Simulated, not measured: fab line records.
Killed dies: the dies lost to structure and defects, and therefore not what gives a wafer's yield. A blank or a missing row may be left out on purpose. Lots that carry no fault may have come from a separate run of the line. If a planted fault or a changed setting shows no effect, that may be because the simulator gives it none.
fab line records	flow n5Finfet
record: lots: 9	wafers: 27	lastDay: 18
route steps=1938 shown DUMMY_GATE@251 SPACER0@258 SD_EPI_N@267 BEOL_M4@1111 PASSIVATION@1936
lots that met no fault: from a run of the same line without faults
startH: the number of hours between the record's first day and the start of the first shown wafer of the lot	waitH: hours elapsed since this lot's preceding step	" identical to the entry in the row above	L1.1+2: a row that stands for several wafers	- no value, or no start was given	* or withheld: withheld	< > ~ a bound
route shown NAME@n: a module of which the file shows steps, and the number in the route of the first	usual: mean/standard deviation taken from wafers without a fault	same: alike in all rows	chamber/n: place in a boat	sites: the reading at each site	_std_site: standard deviation across them	_edge_site: the outer-site mean with the inner-site mean subtracted	radiusMm: for every site, how far away it sits from the centre of the wafer	mask NAME#n: copy n	behind: tool/chamber where the wafer was last shaped	hold: why the lot was held/for how many hours/how that ended	device: the transistor (n, p or np) that didn't switch	end of line: tests run on the same wafers once the route is complete	step lacking rows: just its recipe	killed: dies that structure and defects cost at the first sort, which is not the same as the wafer's yield	map: a wafer's dies, marking killed ones x, the rest . and places with no die _
set.NAME: the setting as run; set.NAME@STEP: as run at that earlier step	model.NAME: the simulator's own value behind a step, which no gauge read
route steps across a sampled set of lots; one table per step, one row per wafer
services: the hour from which a tool's chamber was out of use, counted from the record's first day as startH (under 0 if before that day), plus the number of hours and why
== steps ==
step: N5_DUMMY_GATE_STRIP_48
recipe: chemistry: N2/H2	timeS: 20	powerW: 100	tempC: 40	pressureMtorr: 100	rfFrequencyHz: 6e+07	biasPowerW: 3	n2FlowSccm: 300	h2FlowSccm: 300
usual: drypumpMotorCurrentA: 5.9/0.42	oesProductAu: 0.78/0.062	rfVppV: 45.4/0.81	showerheadPlenumPTorr: 3.42/0.087	throttleValvePct: 12.24/0.15
lot.wafer	tool	chamber	startH	waitH	drypumpMotorCurrentA	oesProductAu	rfHoursCounterH	rfVppV	showerheadPlenumPTorr	throttleValvePct
L872.2	rieDiel-03	2	61.30	0.0	5.5	0.77	161	45.0	3.37	12.10
L872.4	"	2	"	"	5.5	0.77	-	45.1	3.37	12.12
L872.5	"	0	"	"	6.4	0.77	-	45.0	3.36	12.21
L877.1	rieDiel-04	2	92.47	0.0	6.5	0.75	179	46.0	3.37	12.28
L877.2	"	3	"	"	6.5	0.72	151	46.1	3.38	12.19
L877.5	"	2	"	"	6.5	0.75	-	45.0	3.37	12.26
L879.1	rieDiel-04	2	103.08	0.0	6.5	0.75	182	45.5	3.37	12.27
L879.3	"	0	"	"	5.4	0.89	38	45.0	3.58	11.91
L879.6	"	1	"	"	6.2	0.79	-	45.7	3.39	12.34
L880.1	rieDiel-05	2	110.30	0.0	5.7	0.76	179	46.9	3.49	12.42
L880.3	"	3	"	"	5.8	0.90	31	44.8	3.59	12.09
L880.4	"	1	"	"	5.8	0.75	147	45.8	3.52	12.24
L882.1	rieDiel-05	1	120.31	0.0	5.8	0.75	151	46.2	3.51	12.24
L882.2	"	2	"	"	5.7	0.74	182	45.7	3.49	12.43
L882.6	"	0	"	"	5.2	0.82	-	46.7	3.42	12.38
L883.3	rieDiel-04	0	126.77	0.0	5.5	0.88	45	47.4	3.58	11.93
L883.5	"	2	"	"	6.5	0.75	-	45.3	3.37	12.28
L883.6	"	1	"	"	6.2	0.77	-	46.1	3.39	12.37
L890.1	rieDiel-03	0	168.11	0.0	6.4	0.74	201	44.8	3.34	12.31
L890.3	"	1	"	"	6.0	0.89	33	43.8	3.31	12.06
L890.4	"	3	"	"	5.6	0.71	204	45.5	3.35	12.39
L891.1	rieDiel-03	2	174.14	0.0	5.5	0.75	178	47.0	3.36	12.16
L891.2	"	3	"	"	5.6	0.70	207	47.4	3.35	12.40
L891.5	"	0	"	"	6.4	0.73	-	45.1	3.34	12.31
L892.1	rieDiel-03	0	188.01	0.0	6.4	0.72	206	45.0	3.34	12.29
L892.5	"	0	"	"	6.4	0.72	-	45.4	3.34	12.33
L892.6	"	3	"	"	5.6	0.70	-	44.7	3.35	12.41
step: N5_SPACER0_ALD_07
recipe: material: SiNx	targetThkA: 20	tempC: 400	aldPrecursorFamily: SiH2I2	aldCoReactant: N2/H2-plasma	pressureTorr: 2
usual: heaterPowerW: 840/82
lot.wafer	tool	chamber	startH	waitH	heaterPowerW
L872.2	aldSin-03	0	61.53	0.0	837
L872.4	"	3	"	"	895
L872.5	"	0	"	"	845
L877.1	aldSin-03	3	93.29	0.6	913
L877.2	"	0	"	"	853
L877.5	"	0	"	"	846
L879.1	aldSin-02	0	103.31	0.0	761
L879.3	"	2	"	"	889
L879.6	"	3	"	"	836
L880.1	aldSin-03	2	110.68	0.2	685
L880.3	"	3	"	"	907
L880.4	"	0	"	"	858
L882.1	aldSin-01	0	120.53	0.0	870
L882.2	"	2	"	"	770
L882.6	"	1	"	"	981
L883.3	aldSin-03	2	126.99	0.0	705
L883.5	"	3	"	"	895
L883.6	"	0	"	"	856
L890.1	aldSin-02	0	168.33	0.0	730
L890.3	"	3	"	"	840
L890.4	"	2	"	"	871
L891.1	aldSin-03	1	174.62	0.3	856
L891.2	"	2	"	"	702
L891.5	"	3	"	"	929
L892.1	aldSin-03	3	188.24	0.0	915
L892.5	"	1	"	"	867
L892.6	"	2	"	"	709
step: N5_SD_EPI_N_EXPOSE_06
recipe: maskId: SD_N_BLK	na: 1.35	sourceShape: conventional	sigmaOuter: 0.8	polarization: unpolarized	targetCdNm: 120	doseMj: 39.75
lot.wafer	tool	chamber	startH	waitH	mask
L872.2+4+5	arfiScanner-03	0	62.38	-	SD_N_BLK#0
L877.1+2+5	arfiScanner-02	0	94.13	-	SD_N_BLK#0
L879.1+3+6	arfiScanner-01	0	104.15	-	SD_N_BLK#0
L880.1+3+4	arfiScanner-03	0	111.52	-	SD_N_BLK#0
L882.1+2+6	arfiScanner-03	0	121.37	-	SD_N_BLK#0
L883.3+5+6	arfiScanner-03	0	127.72	-	SD_N_BLK#0
L890.1+3+4	arfiScanner-01	0	169.05	-	SD_N_BLK#0
L891.1+2+5	arfiScanner-02	0	175.46	-	SD_N_BLK#0
L892.1+5+6	arfiScanner-02	0	189.08	-	SD_N_BLK#0
step: N5_SD_EPI_N_OVL_MEAS_10
recipe: pointsPerWafer: 44
usual: SD_N_BLK_OVL: 0.0/0.75
lot.wafer	tool	chamber	startH	waitH	SD_N_BLK_OVL[nm]
L872.2	overlay-01	0	62.53	0.0	0.8
L872.4	"	0	"	"	0.2
L872.5	"	0	"	"	0.6
L877.1	overlay-01	0	94.29	0.0	-1.6
L877.2	"	0	"	"	-1.3
L877.5	"	0	"	"	-1.1
L879.1	overlay-02	0	104.30	0.0	-0.7
L879.3	"	0	"	"	0.3
L879.6	"	0	"	"	0.0
L880.1	overlay-02	0	111.68	0.0	0.7
L880.3	"	0	"	"	1.0
L880.4	"	0	"	"	0.6
L882.1	overlay-01	0	121.53	0.0	10.7
L882.2	"	0	"	"	11.7
L882.6	"	0	"	"	12.1
L883.3	overlay-02	0	127.86	0.0	10.3
L883.5	"	0	"	"	10.9
L883.6	"	0	"	"	10.3
L890.1	overlay-01	0	169.21	0.0	-0.6
L890.3	"	0	"	"	-0.1
L890.4	"	0	"	"	-0.5
L891.1	overlay-01	0	175.62	0.0	-1.3
L891.2	"	0	"	"	-1.3
L891.5	"	0	"	"	-1.3
L892.1	overlay-02	0	189.23	0.0	0.5
L892.5	"	0	"	"	0.8
L892.6	"	0	"	"	0.9
step: N5_SD_EPI_N_ETCH_45
recipe: chemistry: CH3F/O2	target: SiOCN	targetDepthA: 60	maskMaterial: SOC	ionEnergyEv: 60	biasW: 29	pressureMtorr: 15	sourceW: 410	Ar_flow_sccm: 150	CH3F_flow_sccm: 30	O2_flow_sccm: 20
usual: CH3F_flow_sccm: 29.99/0.092	drypumpMotorCurrentA: 5.7/0.35	oesProductAu: 0.79/0.1	rfVppV: 127.6/1	showerheadPlenumPTorr: 2.00/0.069	throttleValvePct: 23.24/0.23
lot.wafer	tool	chamber	startH	waitH	CH3F_flow_sccm	drypumpMotorCurrentA	oesProductAu	rfHoursCounterH	rfVppV	showerheadPlenumPTorr	throttleValvePct
L872.2	rieDiel-02	1	63.13	0.1	30.15	5.8	0.69	233	127.6	1.97	23.33
L872.4	"	0	"	"	29.90	5.8	0.75	-	127.8	2.08	22.99
L872.5	"	1	"	"	30.06	5.8	0.69	-	128.6	1.97	23.32
L877.1	rieDiel-02	1	95.06	0.1	30.03	5.8	0.68	245	127.0	1.96	23.36
L877.2	"	0	"	"	29.92	5.8	0.75	143	127.5	2.08	22.99
L877.5	"	3	"	"	30.09	5.2	0.76	-	128.8	2.09	23.14
L879.1	rieDiel-01	1	104.91	0.1	29.99	5.5	0.71	195	127.1	1.98	23.72
L879.3	"	3	"	"	30.03	6.4	0.68	247	127.5	1.97	23.40
L879.6	"	1	"	"	29.84	5.5	0.71	-	127.3	1.98	23.75
L880.1	rieDiel-01	0	112.25	0.1	29.95	5.2	0.65	248	125.6	1.96	23.57
L880.3	"	2	"	"	30.08	5.8	0.91	24	125.1	1.96	22.85
L880.4	"	1	"	"	29.99	5.5	0.71	198	127.2	1.98	23.72
L882.1	rieDiel-02	3	122.16	0.1	29.98	5.2	0.75	164	127.7	2.08	23.16
L882.2	"	2	"	"	29.94	5.7	0.94	17	127.8	1.95	23.04
L882.6	"	2	"	"	30.11	5.6	0.92	-	127.8	1.96	23.03
L883.3	rieDiel-02	3	128.44	0.1	29.87	5.2	0.75	167	127.7	2.08	23.15
L883.5	"	3	"	"	30.04	5.2	0.74	-	129.5	2.08	23.15
L883.6	"	2	"	"	29.88	5.7	0.91	-	126.8	1.95	23.05
L890.1	rieDiel-06	2	169.81	0.1	30.01	5.7	0.93	13	126.1	1.95	23.14
L890.3	"	0	"	"	30.02	5.3	0.83	50	128.4	2.12	23.31
L890.4	"	0	"	"	30.14	5.3	0.83	-	128.3	2.12	23.30
L891.1	rieDiel-02	3	176.26	0.1	30.05	5.2	0.74	185	128.5	2.07	23.18
L891.2	"	1	"	"	30.01	5.8	0.91	18	127.4	1.95	23.11
L891.5	"	1	"	"	30.06	5.8	0.92	-	127.9	1.95	23.12
L892.1	rieDiel-06	0	189.81	0.1	30.03	5.3	0.83	57	129.2	2.12	23.29
L892.5	"	0	"	"	30.00	5.3	0.82	-	128.0	2.12	23.31
L892.6	"	2	"	"	30.06	5.7	0.92	-	126.6	1.95	23.13
step: N5_BEOL_M4_RC_MEAS_101
usual: DIBL_N: 36.1/1.3	DIBL_P: 36.1/1.7	IOFF_N: 0.154/0.022	IOFF_P: 0.201/0.024	ION_N: 675/8.9	ION_P: 462/5.9	SS_N: 71.5/0.49	SS_P: 73.3/0.58	VT_N: 250.0/2.7	VT_P: -251.3/2.7
lot.wafer	tool	chamber	startH	waitH	DIBL_N[mV/V]	DIBL_P[mV/V]	IOFF_N[nA/um]	IOFF_P[nA/um]	ION_N[uA/um]	ION_P[uA/um]	SS_N[mV/dec]	SS_P[mV/dec]	VT_N[mV]	VT_P[mV]
L872.2	prober-01	0	170.57	0.2	36.8	37.7	0.168	0.185	678	452	72.2	73.7	250.7	-254.7
L872.4	"	0	"	"	36.0	36.4	0.146	0.172	662	452	71.3	73.7	251.7	-253.2
L872.5	"	0	"	"	37.6	38.3	0.165	0.184	676	448	72.1	73.5	250.3	-254.9
L877.1	prober-02	0	212.89	0.0	36.1	34.8	0.155	0.202	669	464	71.9	72.5	250.6	-253.7
L877.2	"	0	"	"	35.3	33.5	0.148	0.184	682	462	72.0	72.7	249.2	-254.6
L877.5	"	0	"	"	35.4	33.9	0.141	0.189	674	465	71.2	73.1	253.0	-253.1
L879.1	prober-02	0	231.69	0.0	35.2	34.1	0.136	0.174	662	452	71.4	72.9	253.5	-250.5
L879.3	"	0	"	"	35.0	35.0	0.151	0.192	672	460	71.7	73.4	252.1	-250.9
L879.6	"	0	"	"	36.8	36.7	0.176	0.218	679	462	71.6	74.1	247.8	-250.6
L880.1	prober-01	0	234.47	0.0	36.3	35.6	0.127	0.182	662	455	71.1	72.7	252.8	-253.7
L880.3	"	0	"	"	37.7	37.2	0.162	0.205	672	460	71.3	74.0	249.4	-252.9
L880.4	"	0	"	"	34.9	33.8	0.116	0.165	664	455	70.9	72.9	253.7	-253.3
L883.3	prober-01	0	256.60	0.3	32.9	32.7	0.124	0.164	677	465	71.2	73.2	251.8	-253.6
L883.5	"	0	"	"	33.4	33.6	0.129	0.179	664	458	71.1	73.4	251.4	-254.2
L883.6	"	0	"	"	33.5	32.3	0.119	0.157	671	460	71.3	72.7	255.1	-254.7
L882.1	prober-01	0	259.59	0.0	36.0	34.7	0.144	0.203	673	466	70.5	72.4	249.2	-247.3
L882.2	"	0	"	"	37.1	35.7	0.161	0.215	672	463	71.2	73.2	249.9	-250.3
L882.6	"	0	"	"	36.7	35.4	0.161	0.209	679	466	71.0	73.3	249.1	-251.8
L890.1	prober-02	0	293.24	0.0	38.8	38.7	0.206	0.234	693	465	72.0	74.5	246.4	-251.8
L890.3	"	0	"	"	38.5	38.0	0.195	0.228	696	471	71.5	74.8	247.9	-251.2
L890.4	"	0	"	"	36.1	35.9	0.144	0.182	675	458	71.0	73.2	250.5	-255.0
L891.1	prober-01	0	293.85	0.0	36.3	37.0	0.169	0.199	683	464	71.6	73.0	247.2	-252.2
L891.2	"	0	"	"	36.2	36.7	0.165	0.196	672	453	71.1	73.2	248.2	-250.7
L891.5	"	0	"	"	37.9	38.0	0.194	0.216	690	465	71.3	73.8	245.6	-248.9
L892.1	prober-02	0	319.48	0.0	38.7	39.5	0.196	0.268	696	478	72.4	73.9	244.5	-245.7
L892.5	"	0	"	"	37.4	38.0	0.174	0.247	681	470	72.2	73.6	245.3	-248.8
L892.6	"	0	"	"	36.1	36.4	0.147	0.211	670	464	71.9	73.0	251.1	-247.4
step: N5_PASSIVATION_PROBE_49
usual: defectLimitedYield: 90.9/1.3	killed_at_M0_to_M3: 35/10	killed_at_M4_up: 15/5.7	killedAtContacts: 14/6.4	killedAtFrontEnd: 40/11	killedAtOther: 4/3.1	killedDies: 108/16	killedOpen: 71/11	killedShort: 34/7.7	sort_bin_5_function: 5.4/0.9	sort_bin_6_memory: 3.4/0.61	sortNPass: 1072/16	sortYieldPct: 90.9/1.3
same: grossDies: 1180	killedAtBackSide: 0	sort_bin_4_leakage[%]: 0	sort_bin_8_speed[%]: 0
lot.wafer	tool	chamber	startH	waitH	defectLimitedYield[%]	killed_at_M0_to_M3	killed_at_M4_up	killedAtContacts	killedAtFrontEnd	killedAtOther	killedDies	killedOpen	killedShort	sort_bin_5_function[%]	sort_bin_6_memory[%]	sortNPass	sortYieldPct[%]
L877.1	prober-01	-	327.26	0.0	89.5	64	16	4	40	0	124	83	41	5.8	4.4	1056	89.5
L877.2	prober-01	-	327.31	0.1	91.0	39	10	8	47	2	106	66	35	6.1	2.3	1074	91.0
L877.5	prober-01	-	327.46	0.2	91.2	47	15	12	29	1	104	67	36	5.3	3.2	1076	91.2
L883.3	prober-01	-	364.26	0.1	90.2	35	10	13	51	7	116	78	37	5.6	4.0	1064	90.2
L883.5	prober-01	-	364.36	0.2	88.2	62	16	11	45	5	139	88	44	6.4	4.2	1041	88.2
L883.6	prober-01	-	364.41	0.3	91.7	34	9	8	41	6	98	60	38	5.2	2.9	1082	91.7
L882.1	prober-01	-	364.77	0.0	92.8	14	15	15	41	0	85	58	23	3.6	2.9	1095	92.8
L882.2	prober-01	-	364.82	0.1	91.0	30	27	13	30	6	106	74	32	5.0	3.6	1074	91.0
L882.6	prober-01	-	365.02	0.3	89.7	34	31	14	36	7	122	85	37	5.9	4.0	1058	89.7
L891.1	prober-02	-	404.36	0.0	92.7	24	10	15	33	4	86	53	32	4.7	2.3	1094	92.7
L891.2	prober-02	-	404.41	0.1	90.9	35	12	19	38	3	107	63	42	5.2	3.4	1073	90.9
L891.5	prober-02	-	404.56	0.2	90.3	37	11	13	50	4	115	69	38	5.7	3.1	1065	90.3
killed by level:class
L877.1 BEOL_M0_SAQP:geometricParticle:short=16 BEOL_M0_SAQP:geometricParticle:open=15 BEOL_M2:geometricParticle:open=14 BEOL_M3:geometricParticle:open=9 BEOL_M4:geometricParticle:open=8 FIN_SAQP:geometricParticle:open=6 GATE_CUT:geometricParticle:open=6 GATE_CUT:geometricParticle:short=6
L877.2 BEOL_M0_SAQP:geometricParticle:short=14 DUMMY_GATE:geometricParticle:open=9 BEOL_M4:geometricParticle:open=9 BEOL_M0_SAQP:geometricParticle:open=9 STI_FIN_REVEAL:geometricParticle:open=8 MOL_CONTACT_COAG:geometricParticle:open=7 BEOL_M3:geometricParticle:open=6 STI_FIN_REVEAL:geometricParticle:short=5
L877.5 BEOL_M0_SAQP:geometricParticle:short=11 BEOL_M2:geometricParticle:open=11 BEOL_M4:geometricParticle:open=8 BEOL_M0_SAQP:geometricParticle:open=8 MOL_CONTACT_COAG:geometricParticle:open=6 MOL_CONTACT_COAG:geometricParticle:short=6 BEOL_M1:geometricParticle:open=6 FIN_SAQP:geometricParticle:short=5
L883.3 FIN_SAQP:geometricParticle:open=17 MOL_CONTACT_COAG:geometricParticle:open=12 FIN_SAQP:geometricParticle:short=11 BEOL_M0_SAQP:geometricParticle:open=9 BEOL_M2:geometricParticle:open=9 BEOL_M0_SAQP:geometricParticle:short=6 STARTING-WAFER:geometricParticle:open=5 DUMMY_GATE:geometricParticle:open=5
L883.5 FIN_SAQP:geometricParticle:open=14 BEOL_M0_SAQP:geometricParticle:short=14 BEOL_M0_SAQP:geometricParticle:open=13 BEOL_M3:geometricParticle:open=12 BEOL_M4:geometricParticle:open=11 BEOL_M2:geometricParticle:open=10 MOL_CONTACT_COAG:geometricParticle:open=8 HKMG_FIN:areaEtch=7
L883.6 BEOL_M3:geometricParticle:open=13 FIN_SAQP:geometricParticle:short=9 BEOL_M0_SAQP:geometricParticle:short=8 FIN_SAQP:geometricParticle:open=6 STI_FIN_REVEAL:geometricParticle:open=6 MOL_CONTACT_COAG:geometricParticle:open=6 DUMMY_GATE:geometricParticle:open=4 SPACER0:geometricParticle:short=3
L882.1 MOL_CONTACT_COAG:geometricParticle:open=10 FIN_SAQP:geometricParticle:open=8 STI_FIN_REVEAL:geometricParticle:open=7 STARTING-WAFER:geometricParticle:short=6 BEOL_M2:geometricParticle:open=5 MOL_CONTACT_COAG:geometricParticle:short=5 BEOL_M4:geometricParticle:open=5 BEOL_M0_SAQP:geometricParticle:open=4
L882.2 BEOL_M4:geometricParticle:open=18 MOL_CONTACT_COAG:geometricParticle:open=9 BEOL_M3:geometricParticle:open=9 BEOL_M2:geometricParticle:open=8 FIN_SAQP:geometricParticle:open=7 FIN_SAQP:geometricParticle:short=6 ILD0:geometricParticle:short=4 MOL_CONTACT_COAG:geometricParticle:short=4
L882.6 BEOL_M4:geometricParticle:open=20 FIN_SAQP:geometricParticle:open=15 MOL_CONTACT_COAG:geometricParticle:open=10 BEOL_M0_SAQP:geometricParticle:short=8 BEOL_M0_SAQP:geometricParticle:open=7 BEOL_M2:geometricParticle:open=7 BEOL_M3:geometricParticle:open=6 BEOL_M4:geometricParticle:short=5
L891.1 MOL_CONTACT_COAG:geometricParticle:open=12 GATE_CUT:geometricParticle:short=8 BEOL_M0:geometricParticle:open=7 FIN_SAQP:geometricParticle:open=6 BEOL_M0_SAQP:geometricParticle:short=6 FIN_SAQP:geometricParticle:short=4 DUMMY_GATE:geometricParticle:open=4 GATE_CUT:geometricParticle:open=3
L891.2 MOL_CONTACT_COAG:geometricParticle:open=16 FIN_SAQP:geometricParticle:short=13 BEOL_M0_SAQP:geometricParticle:short=9 BEOL_M1:geometricParticle:open=8 BEOL_M0_SAQP:geometricParticle:open=8 GATE_CUT:geometricParticle:short=7 BEOL_M0:geometricParticle:open=5 FIN_SAQP:geometricParticle:open=4
L891.5 MOL_CONTACT_COAG:geometricParticle:open=12 FIN_SAQP:geometricParticle:short=10 GATE_CUT:geometricParticle:short=9 BEOL_M1:geometricParticle:open=8 STI_FIN_REVEAL:geometricParticle:open=7 DUMMY_GATE:geometricParticle:open=7 BEOL_M0_SAQP:geometricParticle:open=6 BEOL_M0_SAQP:geometricParticle:short=6
== services ==
tool	chamber	startH	hours	kind
arfiScanner-01	-	38.40	16.0	pm
arfiScanner-02	-	39.35	1.3	pm
arfiScanner-02	-	47.02	1.9	repair
aldSin-03	2	52.80	3.3	repair
arfiScanner-01	-	60.36	2.2	repair
arfiScanner-02	-	63.35	3.9	pm
aldSin-02	-	68.56	6.1	pm
arfiScanner-01	-	71.81	1.3	pm
arfiScanner-03	-	76.69	4.9	pm
arfiScanner-02	-	77.01	0.8	pm
rieDiel-03	2	79.31	3.5	repair
rieDiel-03	-	87.04	0.8	repair
aldSin-03	1	89.88	3.2	repair
arfiScanner-02	-	91.52	1.2	repair
rieDiel-04	3	95.97	9.2	repair
rieDiel-03	2	97.05	64.8	repair
arfiScanner-03	-	99.76	1.3	pm
arfiScanner-02	-	107.74	1.0	pm
arfiScanner-02	-	121.41	1.8	repair
arfiScanner-03	-	121.81	3.0	pm
aldSin-03	-	127.76	0.7	repair
arfiScanner-03	-	139.97	1.0	pm
arfiScanner-03	-	145.87	79.5	repair
arfiScanner-02	-	164.85	1.3	pm
== key ==
firstSign: step: N5_SD_EPI_N_OVL_MEAS_10	reading: SD_N_BLK_OVL	direction: up	sigmas: 15	usual: 0.0	struck: 11.0
effect none on later readings
metAt N5_SD_EPI_N_EXPOSE_06
struckLots L882,L883
notActingAt N5_DUMMY_GATE_STRIP_48,N5_SPACER0_ALD_07,N5_SD_EPI_N_ETCH_45
onsetBetween 111.52 121.37
fault: kind: scannerMatchingOverlay	tool: arfiScanner-03	chamber: -	onsetH: 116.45	steps: N5_SD_EPI_N_EXPOSE_06	offset: 11.339
